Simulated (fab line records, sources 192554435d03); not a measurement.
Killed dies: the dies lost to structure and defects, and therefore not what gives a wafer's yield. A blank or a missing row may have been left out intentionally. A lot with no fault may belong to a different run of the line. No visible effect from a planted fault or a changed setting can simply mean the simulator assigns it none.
fab line records + flow n5Finfet + part 2 of 2: steps 5 to 6 of 6
record:
- lots: 22
- wafers: 66
- lastDay: 18
route steps=1938 shown BEOL_M0_CUTY@710 BEOL_M0@722
lots untouched by any fault: they come from a run of this same line in which no faults occurred
startH: start of the lot's first displayed wafer, in hours after the record's first day + waitH: hours elapsed since this lot's preceding step + " same as the row above + L1.1+2: several wafers, shown together as one row + - no value present, or no start provided + * or withheld: withheld + < > ~ a bound
route shown NAME@n: names a module that has steps shown in the file, with the first one's number in the route + usual: mean/standard deviation of fault-free wafers + same: alike in all rows + chamber/n: place in a boat + sites: each site's reading + _std_site: the values' standard deviation + _edge_site: mean of outer sites minus mean of inner sites + radiusMm: how far each site lies from the wafer's centre + mask NAME#n: copy n + behind: the most recent tool/chamber to have shaped the wafer + hold: cause of the lot's hold/its duration in hours/its outcome + device: whichever transistor did not switch (one of n, p or np) + end of line: the same wafers' tests at the end of the route + where a step has no rows: the recipe by itself + killed: not the wafer's yield, but the dies lost to structure and defects at the first sort + map: shows each die of a wafer: x if killed, . if not, _ if none is there
set.NAME: the setting the step ran with; set.NAME@STEP: the setting that earlier step ran with + model.NAME: the simulator's own value behind a step, which no gauge read
the route's steps for a sample of lots (tables are steps, rows are wafers)
services: when a tool's chamber went out of use (startH, in hours from the record's first day, below 0 if earlier), for how many hours, and the reason
== steps ==
step: N5_BEOL_M0_ANNEAL_117
recipe:
- tempC: 400
- timeS: 60
- ambient: vacuum
usual:
- heaterPowerW: 833/66
| lot.wafer | tool          | chamber | startH | waitH | heaterPowerW |
|-----------|---------------|---------|--------|-------|--------------|
| L074.1    | pvdSputter-03 | -       | 120.28 | 0.0   | 797          |
| L074.3    | "             | -       | "      | "     | 770          |
| L074.5    | "             | -       | "      | "     | 785          |
| L075.2    | pvdSputter-03 | -       | 125.97 | 0.0   | 844          |
| L075.3    | "             | -       | "      | "     | 884          |
| L075.4    | "             | -       | "      | "     | 781          |
| L076.1    | pvdSputter-01 | -       | 126.22 | 0.0   | 780          |
| L076.3    | "             | -       | "      | "     | 865          |
| L076.5    | "             | -       | "      | "     | 881          |
| L077.3    | pvdSputter-01 | -       | 136.72 | 0.0   | 879          |
| L077.4    | "             | -       | "      | "     | 869          |
| L077.6    | "             | -       | "      | "     | 761          |
| L078.1    | pvdSputter-01 | -       | 140.47 | 0.0   | 789          |
| L078.4    | "             | -       | "      | "     | 771          |
| L078.6    | "             | -       | "      | "     | 885          |
| L079.1    | pvdSputter-03 | -       | 149.13 | 0.0   | 780          |
| L079.4    | "             | -       | "      | "     | 878          |
| L079.6    | "             | -       | "      | "     | 872          |
| L080.1    | pvdSputter-03 | -       | 156.05 | 0.0   | 765          |
| L080.2    | "             | -       | "      | "     | 753          |
| L080.3    | "             | -       | "      | "     | 894          |
| L081.3    | pvdSputter-03 | -       | 166.93 | 0.0   | 852          |
| L081.5    | "             | -       | "      | "     | 788          |
| L081.6    | "             | -       | "      | "     | 839          |
| L082.2    | pvdSputter-01 | -       | 167.15 | 0.0   | 767          |
| L082.4    | "             | -       | "      | "     | 782          |
| L082.6    | "             | -       | "      | "     | 878          |
| L083.1    | pvdSputter-03 | -       | 175.08 | 0.0   | 874          |
| L083.2    | "             | -       | "      | "     | 782          |
| L083.6    | "             | -       | "      | "     | 886          |
| L084.1    | pvdSputter-03 | -       | 175.52 | 0.0   | 773          |
| L084.2    | "             | -       | "      | "     | 847          |
| L084.4    | "             | -       | "      | "     | 779          |
| L085.1    | pvdSputter-03 | -       | 192.30 | 0.0   | 852          |
| L085.2    | "             | -       | "      | "     | 757          |
| L085.3    | "             | -       | "      | "     | 866          |
| L086.2    | pvdSputter-03 | -       | 195.12 | 0.0   | 863          |
| L086.3    | "             | -       | "      | "     | 774          |
| L086.6    | "             | -       | "      | "     | 867          |
| L087.1    | pvdSputter-02 | -       | 197.87 | 0.0   | 720          |
| L087.3    | "             | -       | "      | "     | 1028         |
| L087.5    | "             | -       | "      | "     | 1009         |
| L089.1    | pvdSputter-01 | -       | 207.84 | 0.0   | 766          |
| L089.2    | "             | -       | "      | "     | 869          |
| L089.5    | "             | -       | "      | "     | 790          |
| L090.3    | pvdSputter-03 | -       | 215.71 | 0.0   | 879          |
| L090.4    | "             | -       | "      | "     | 866          |
| L090.5    | "             | -       | "      | "     | 790          |
| L091.1    | pvdSputter-02 | -       | 218.70 | 0.0   | 725          |
| L091.3    | "             | -       | "      | "     | 1039         |
| L091.5    | "             | -       | "      | "     | 723          |
| L092.1    | pvdSputter-02 | -       | 227.86 | 0.0   | 716          |
| L092.2    | "             | -       | "      | "     | 870          |
| L092.3    | "             | -       | "      | "     | 1008         |
| L093.2    | pvdSputter-03 | -       | 238.63 | 0.0   | 889          |
| L093.4    | "             | -       | "      | "     | 779          |
| L093.6    | "             | -       | "      | "     | 760          |
| L094.1    | pvdSputter-03 | -       | 239.11 | 0.0   | 863          |
| L094.5    | "             | -       | "      | "     | 870          |
| L094.6    | "             | -       | "      | "     | 766          |
| L095.1    | pvdSputter-01 | -       | 246.85 | 0.0   | 784          |
| L095.5    | "             | -       | "      | "     | 785          |
| L095.6    | "             | -       | "      | "     | 892          |
| L096.3    | pvdSputter-01 | -       | 251.14 | 0.0   | 785          |
| L096.4    | "             | -       | "      | "     | 867          |
| L096.5    | "             | -       | "      | "     | 800          |
step: N5_BEOL_M0_SPUTTER_141
recipe:
- material: Cu
- targetThkA: 40
- tempC: -20
- chamberPressurePa: 0.07
- powerW: withheld
- timeS: 7.37
usual:
- chamberPressurePa: 0.06999/0.00015
- chuckGasFlowSccm: 1.27/0.052
- chuckSensorTempC: -15.9/0.39
- substrateTempC: -19.99/0.1
- throttleValvePct: 29.5/1.3
| lot.wafer | tool          | chamber | startH | waitH | chamberPressurePa | chuckGasFlowSccm | chuckSensorTempC | substrateTempC | throttleValvePct |
|-----------|---------------|---------|--------|-------|-------------------|------------------|------------------|----------------|------------------|
| L074.1    | pvdSputter-03 | -       | 120.56 | 0.0   | 0.06974           | 1.29             | -15.6            | -19.94         | 30.4             |
| L074.3    | "             | -       | "      | "     | 0.06993           | 1.28             | -15.7            | -19.83         | 27.2             |
| L074.5    | "             | -       | "      | "     | 0.07016           | 1.32             | -15.5            | -20.03         | 30.4             |
| L075.2    | pvdSputter-03 | -       | 126.25 | 0.0   | 0.07024           | 1.28             | -15.9            | -19.97         | 28.2             |
| L075.3    | "             | -       | "      | "     | 0.07007           | 1.27             | -15.2            | -20.01         | 29.5             |
| L075.4    | "             | -       | "      | "     | 0.06991           | 1.34             | -15.6            | -19.96         | 30.2             |
| L076.1    | pvdSputter-01 | -       | 126.50 | 0.0   | 0.07004           | 1.31             | -16.4            | -19.96         | 29.4             |
| L076.3    | "             | -       | "      | "     | 0.06998           | 1.34             | -16.2            | -19.96         | 29.6             |
| L076.5    | "             | -       | "      | "     | 0.06998           | 1.20             | -16.2            | -20.07         | 29.5             |
| L077.3    | pvdSputter-01 | -       | 137.00 | 0.0   | 0.06989           | 1.26             | -16.4            | -20.05         | 29.9             |
| L077.4    | "             | -       | "      | "     | 0.07012           | 1.19             | -16.1            | -19.98         | 29.6             |
| L077.6    | "             | -       | "      | "     | 0.06995           | 1.28             | -15.9            | -19.81         | 29.4             |
| L078.1    | pvdSputter-01 | -       | 140.75 | 0.0   | 0.07031           | 1.30             | -16.2            | -20.07         | 29.6             |
| L078.4    | "             | -       | "      | "     | 0.06993           | 1.21             | -16.0            | -19.95         | 31.1             |
| L078.6    | "             | -       | "      | "     | 0.06985           | 1.30             | -16.2            | -19.86         | 30.2             |
| L079.1    | pvdSputter-03 | -       | 149.41 | 0.0   | 0.07017           | 1.26             | -15.7            | -20.04         | 30.6             |
| L079.4    | "             | -       | "      | "     | 0.06992           | 1.31             | -15.9            | -19.91         | 28.3             |
| L079.6    | "             | -       | "      | "     | 0.06986           | 1.28             | -16.0            | -19.94         | 27.9             |
| L080.1    | pvdSputter-03 | -       | 156.33 | 0.0   | 0.06977           | 1.31             | -15.9            | -20.23         | 27.0             |
| L080.2    | "             | -       | "      | "     | 0.06977           | 1.25             | -15.6            | -20.04         | 30.3             |
| L080.3    | "             | -       | "      | "     | 0.07019           | 1.21             | -15.3            | -19.91         | 29.4             |
| L081.3    | pvdSputter-03 | -       | 167.21 | 0.0   | 0.07021           | 1.28             | -15.3            | -19.98         | 29.3             |
| L081.5    | "             | -       | "      | "     | 0.07018           | 1.25             | -15.7            | -19.94         | 29.9             |
| L081.6    | "             | -       | "      | "     | 0.07001           | 1.34             | -16.0            | -19.82         | 28.3             |
| L082.2    | pvdSputter-01 | -       | 167.43 | 0.0   | 0.07011           | 1.32             | -16.0            | -19.98         | 29.4             |
| L082.4    | "             | -       | "      | "     | 0.07029           | 1.32             | -16.0            | -20.15         | 30.9             |
| L082.6    | "             | -       | "      | "     | 0.07004           | 1.29             | -16.2            | -19.82         | 29.7             |
| L083.1    | pvdSputter-03 | -       | 175.36 | 0.0   | 0.07016           | 1.23             | -15.1            | -19.80         | 29.4             |
| L083.2    | "             | -       | "      | "     | 0.07017           | 1.20             | -15.7            | -20.11         | 30.3             |
| L083.6    | "             | -       | "      | "     | 0.06997           | 1.31             | -15.5            | -19.90         | 29.2             |
| L084.1    | pvdSputter-03 | -       | 175.80 | 0.0   | 0.07026           | 1.31             | -15.9            | -19.91         | 26.9             |
| L084.2    | "             | -       | "      | "     | 0.06981           | 1.40             | -15.9            | -19.90         | 28.2             |
| L084.4    | "             | -       | "      | "     | 0.07011           | 1.29             | -15.6            | -20.01         | 30.5             |
| L085.1    | pvdSputter-03 | -       | 192.58 | 0.0   | 0.07008           | 1.29             | -15.4            | -19.90         | 29.6             |
| L085.2    | "             | -       | "      | "     | 0.06987           | 1.37             | -15.9            | -19.94         | 26.7             |
| L085.3    | "             | -       | "      | "     | 0.07022           | 1.32             | -16.0            | -20.09         | 28.4             |
| L086.2    | pvdSputter-03 | -       | 195.40 | 0.0   | 0.07003           | 1.21             | -15.8            | -19.87         | 28.3             |
| L086.3    | "             | -       | "      | "     | 0.07004           | 1.22             | -15.6            | -19.84         | 26.9             |
| L086.6    | "             | -       | "      | "     | 0.06985           | 1.30             | -15.8            | -20.05         | 28.0             |
| L087.1    | pvdSputter-02 | -       | 198.15 | 0.0   | 0.06984           | 1.33             | -16.4            | -19.93         | 30.0             |
| L087.3    | "             | -       | "      | "     | 0.06985           | 1.31             | -15.2            | -19.85         | 30.1             |
| L087.5    | "             | -       | "      | "     | 0.07005           | 1.16             | -15.4            | -19.80         | 30.0             |
| L089.1    | pvdSputter-01 | -       | 208.12 | 0.0   | 0.06976           | 1.28             | -16.2            | -19.80         | 31.0             |
| L089.2    | "             | -       | "      | "     | 0.06998           | 1.20             | -16.2            | -20.06         | 29.4             |
| L089.5    | "             | -       | "      | "     | 0.06988           | 1.33             | -15.9            | -20.07         | 29.5             |
| L090.3    | pvdSputter-03 | -       | 215.99 | 0.0   | 0.07006           | 1.26             | -15.9            | -20.09         | 28.5             |
| L090.4    | "             | -       | "      | "     | 0.0699            | 1.22             | -15.1            | -20.02         | 29.5             |
| L090.5    | "             | -       | "      | "     | 0.07004           | 1.25             | -15.7            | -19.92         | 26.9             |
| L091.1    | pvdSputter-02 | -       | 218.98 | 0.0   | 0.06994           | 1.22             | -16.7            | -19.99         | 29.9             |
| L091.3    | "             | -       | "      | "     | 0.06985           | 1.33             | -15.4            | -20.04         | 29.7             |
| L091.5    | "             | -       | "      | "     | 0.06983           | 1.35             | -16.5            | -20.06         | 29.9             |
| L092.1    | pvdSputter-02 | -       | 228.14 | 0.0   | 0.07              | 1.27             | -16.4            | -20.12         | 29.8             |
| L092.2    | "             | -       | "      | "     | 0.07002           | 1.23             | -16.7            | -19.96         | 30.9             |
| L092.3    | "             | -       | "      | "     | 0.07023           | 1.21             | -15.1            | -20.08         | 29.8             |
| L093.2    | pvdSputter-03 | -       | 238.91 | 0.0   | 0.07007           | 1.25             | -15.2            | -20.32         | 29.5             |
| L093.4    | "             | -       | "      | "     | 0.0702            | 1.28             | -15.8            | -20.10         | 26.9             |
| L093.6    | "             | -       | "      | "     | 0.06984           | 1.30             | -15.8            | -20.07         | 26.7             |
| L094.1    | pvdSputter-03 | -       | 239.39 | 0.0   | 0.06993           | 1.26             | -15.2            | -20.02         | 29.3             |
| L094.5    | "             | -       | "      | "     | 0.06988           | 1.22             | -15.9            | -20.14         | 28.1             |
| L094.6    | "             | -       | "      | "     | 0.07006           | 1.21             | -15.4            | -19.91         | 30.4             |
| L095.1    | pvdSputter-01 | -       | 247.13 | 0.0   | 0.06998           | 1.36             | -16.1            | -19.95         | 29.3             |
| L095.5    | "             | -       | "      | "     | 0.06972           | 1.28             | -16.0            | -20.03         | 29.5             |
| L095.6    | "             | -       | "      | "     | 0.07007           | 1.33             | -16.1            | -19.99         | 29.7             |
| L096.3    | pvdSputter-01 | -       | 251.42 | 0.0   | 0.07001           | 1.27             | -15.9            | -20.17         | 30.9             |
| L096.4    | "             | -       | "      | "     | 0.07002           | 1.22             | -16.3            | -19.90         | 30.3             |
| L096.5    | "             | -       | "      | "     | 0.07009           | 1.33             | -16.2            | -20.05         | 29.2             |
== services ==
| tool          | chamber | startH | hours | kind                        |
|---------------|---------|--------|-------|-----------------------------|
| rieDiel-06    | 2       | 114.80 | 11.1  | repair                      |
| pvdSputter-02 | -       | 123.02 | 3.6   | repair                      |
| rieDiel-06    | 0       | 134.71 | -     | clean                       |
| rieDiel-06    | 0       | 134.71 | -     | consumableReplace:focusRing |
| rieDiel-06    | 0       | 134.71 | 19.3  | scheduledDown               |
| rieDiel-06    | 0       | 134.71 | 19.3  | ventCycle                   |
| rieDiel-01    | 2       | 173.74 | -     | clean                       |
| rieDiel-01    | 2       | 173.74 | -     | consumableReplace:focusRing |
| rieDiel-01    | 2       | 173.74 | 24.4  | scheduledDown               |
| rieDiel-01    | 2       | 173.74 | 24.4  | ventCycle                   |
| rieDiel-02    | -       | 186.88 | 2.8   | pm                          |
| rieDiel-01    | 3       | 202.68 | 8.3   | repair                      |
| rieDiel-06    | 2       | 233.31 | 5.4   | repair                      |
